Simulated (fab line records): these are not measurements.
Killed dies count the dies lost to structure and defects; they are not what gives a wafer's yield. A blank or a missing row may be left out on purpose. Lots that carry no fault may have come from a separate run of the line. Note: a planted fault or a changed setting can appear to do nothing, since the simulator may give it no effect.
Split-lot experiment | flow n5-finfet | on a route of 1938 steps: 7 lots, 39 wafers read

== THE SPLIT ITSELF ==
At N5_DUMMY_GATE_ETCH_32 (etches SiO2 in CF4, target depth 3.5 nm, time 3.9 s), the setting time-s was moved away from the recipe's 3.9 s on 15 of the 39 wafers read, by -14.3% to +20.4%. For the rest of the wafers, this setting stayed at what the recipe calls for.

The reading is taken at the split's own step.

== THE READING ==
etch.depth-nm (the simulator's own value, which no gauge read), in nm, at N5_DUMMY_GATE_ETCH_32 (etches SiO2 in CF4, target depth 3.5 nm, time 3.9 s). The file does not state a usual value for it. Across the 24 wafers here that went through the recipe, the average is 3.468 nm and the standard deviation 0.089 nm.

wafer  | tool, chamber at the split | time-s as run, s | against the recipe | etch.depth-nm, nm | against lot-mates on the recipe
L076.1 | rie-si-06, 0               | 3.662            | -6.1%              | 3.224             | -0.210
L076.2 | rie-si-06, 1               | 3.662            | -6.1%              | 3.2               | -0.234
L076.3 | rie-si-06, 2               | 3.9              | recipe             | 3.271             | -
L076.4 | rie-si-06, 3               | 3.662            | -6.1%              | 3.373             | -0.061
L076.5 | rie-si-06, 0               | 3.9              | recipe             | 3.447             | -
L076.6 | rie-si-06, 3               | 3.9              | recipe             | 3.583             | -
L082.1 | rie-si-04, 3               | 3.9              | recipe             | 3.54              | -
L082.2 | rie-si-04, 2               | 3.342            | -14.3%             | 2.887             | -0.592
L082.3 | rie-si-04, 1               | 3.9              | recipe             | 3.53              | -
L082.4 | rie-si-04, 0               | 3.9              | recipe             | 3.368             | -
L082.5 | rie-si-04, 2               | 3.342            | -14.3%             | 2.875             | -0.604
L082.6 | rie-si-04, 1               | 3.342            | -14.3%             | 3.046             | -0.433
L084.1 | rie-si-06, 2               | 3.9              | recipe             | 3.351             | -
L084.2 | rie-si-06, 1               | 4.695            | +20.4%             | 4.164             | +0.667
L084.3 | rie-si-06, 0               | 4.695            | +20.4%             | 4.225             | +0.728
L084.4 | rie-si-06, 3               | 4.695            | +20.4%             | 4.343             | +0.846
L084.5 | rie-si-06, 3               | 3.9              | recipe             | 3.641             | -
L084.6 | rie-si-06, 0               | 3.9              | recipe             | 3.499             | -
L086.1 | rie-si-01, 0               | 3.9              | recipe             | 3.434             | -
L086.2 | rie-si-01, 1               | 4.345            | +11.4%             | 3.98              | +0.507
L086.3 | rie-si-01, 3               | 3.9              | recipe             | 3.415             | -
L086.4 | rie-si-01, 2               | 4.345            | +11.4%             | 3.861             | +0.388
L086.5 | rie-si-01, 2               | 4.345            | +11.4%             | 3.871             | +0.398
L086.6 | rie-si-01, 1               | 3.9              | recipe             | 3.57              | -
L092.1 | rie-si-01, 1               | 3.9              | recipe             | 3.611             | -
L092.2 | rie-si-01, 2               | 3.9              | recipe             | 3.493             | -
L092.3 | rie-si-01, 0               | 3.9              | recipe             | 3.5               | -
L092.4 | rie-si-01, 3               | 3.9              | recipe             | 3.504             | -
L092.5 | rie-si-01, 0,3             | 3.9              | recipe             | 3.491             | -
L092.6 | rie-si-01, 0,3             | 3.9              | recipe             | 3.491             | -
L093.1 | rie-si-01, 0               | 3.9              | recipe             | 3.455             | -
L093.3 | rie-si-01, 2               | 3.9              | recipe             | 3.465             | -
L093.4 | rie-si-01, 3               | 3.9              | recipe             | 3.477             | -
L096.1 | rie-si-06, 0               | 4.632            | +18.8%             | 4.183             | +0.814
L096.2 | rie-si-06, 2               | 3.9              | recipe             | 3.344             | -
L096.3 | rie-si-06, 3               | 4.632            | +18.8%             | 4.274             | +0.905
L096.4 | rie-si-06, 1               | 4.632            | +18.8%             | 4.072             | +0.703
L096.5 | rie-si-06, 2               | 3.9              | recipe             | 3.345             | -
L096.6 | rie-si-06, 1               | 3.9              | recipe             | 3.417             | -
When a row names more than one chamber, that row covers several wafers, and the file does not tell which wafer ran in which chamber.

FIT RESULTS
A straight line over all 39 wafers: etch.depth-nm changes by +0.0375 nm for each +1% of time-s; r = +0.97; the points scatter about the line by 0.086 nm.
The same after taking each lot's own level away (the mean of its wafers on the recipe; 39 wafers): +0.0385 nm for each +1%; r = +0.97; scatter 0.083 nm.
Per that fit: largest time-s move, reading shift of 0.78 nm.
From 3.3687 to 3.5150 nm: that is the span of the lots' own levels, equal to 1.7 times the standard deviation above.
So the lot-to-lot level changes the slope little: the two slopes agree.
Check: for one of the wafers moved furthest among these (+20.4%), held out of the fit, the line's prediction against its lot-mates is +0.811 nm. It came out at +0.667 nm against them.

== OTHER SPLITS APPLIED TO THESE WAFERS ==
Other splits were also applied to these wafers ahead of the reading. Each is held against what the fit with the lots' levels taken away leaves over:
other split on the same wafers       | wafers away from the commonest value | r with etch.depth-nm (lot level and that fit taken away)
N5_DUMMY_GATE_EXPOSE_12 dose-mj      | 18                                   | +0.02
N5_DUMMY_GATE_ETCH_37 source-w       | 15                                   | -0.10
N5_DUMMY_GATE_ETCH_31 target-depth-a | 15                                   | +0.07

== THE FILE'S OWN FIT ==
etch.depth-nm changes by +0.0387 nm for each +1% of time-s, r = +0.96.
